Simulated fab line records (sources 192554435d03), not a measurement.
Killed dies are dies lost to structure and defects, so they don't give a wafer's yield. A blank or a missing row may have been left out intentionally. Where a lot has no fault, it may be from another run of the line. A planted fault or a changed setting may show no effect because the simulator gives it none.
Problem report in the 8D (eight disciplines) form, filled by code | flow n5 finfet | the parts of the form that need people (team, actions taken, sign-off) are left out

== 1. PROBLEM STATEMENT ==
Wafers without a fault read 1500.0 rpm, standard deviation 1.1; spin speed rpm at N5_BEOL_M11_COAT_59 reads a mean of 1359.6 rpm on 6 wafers belonging to 2 lots. That is -99 or more standard deviations from the usual mean.
The step: time 60 s, resist thk 100 nm.
First seen on wafer L390.1, day 13 20:41, on litho track-05. Wafers with a number at this step in the record: 12, from 4 lots. Rule for "out", or "out of limits": more than 4 standard deviations from the usual mean. Any other wafer with a number is counted as sound.

== 2. WHAT IT IS AND WHAT IT IS NOT ==
question                    | is                     | is not
which readings at this step | spin speed rpm         | exhaust pa
which lots                  | L390, L391             | L382, L392
which wafers of those lots  | all that have a number | -
read on which tools         | litho track-05         | litho track-04
when                        | from day 13 20:41      | up to then (3 sound wafers); but 3 sound wafers of L392 came after

== 3. WHAT RULES OUT EACH SUSPECT ==
Counting: a tool at any process step up to the reading remains a suspect when it ran all the lots that are out and ran no sound lot after the first of those.
- litho track-05 at N5_BEOL_M11_COAT_59 (time 60 s, resist thk 100 nm): kept. All lots that are out passed through it, beginning with L390 at day 13 20:41, and no sound lot followed; its final sound lot before that point was L382 at day 12 04:26. On those wafers its own readings are out: spin speed rpm.
The count leaves litho track-05 at N5_BEOL_M11_COAT_59.

== 4. THE CAUSE (what the simulator had put in) ==
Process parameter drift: litho track-05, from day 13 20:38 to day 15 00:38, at N5_BEOL_M11_COAT_59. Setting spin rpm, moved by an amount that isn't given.
The count eliminated every tool but this one.

== 5. THE CHAIN OF EFFECTS, in route order ==
Each row: a reading where the mean over the struck wafers with a number is more than 3 standard deviations away from the usual. Readings are gone through only where the record gives a usual standard deviation; hours: the median, over the lots, of the time from a lot's start at the first step in this table giving one to that lot's start at this step; sigmas: the change measured in usual standard deviations.
hours | step                | reading        | usual      | on struck wafers | change | sigmas
0     | N5_BEOL_M11_COAT_59 | spin speed rpm | 1500.0 rpm | 1359.6           | -140.4 | -99 or more
Process steps it contains:
- N5_BEOL_M11_COAT_59: time 60 s, resist thk 100 nm.

== 6. WHAT WOULD HAVE CAUGHT IT SOONER ==
First out-of-limits reading in this record: day 13 20:41, which is 0 hours after fault onset at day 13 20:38.
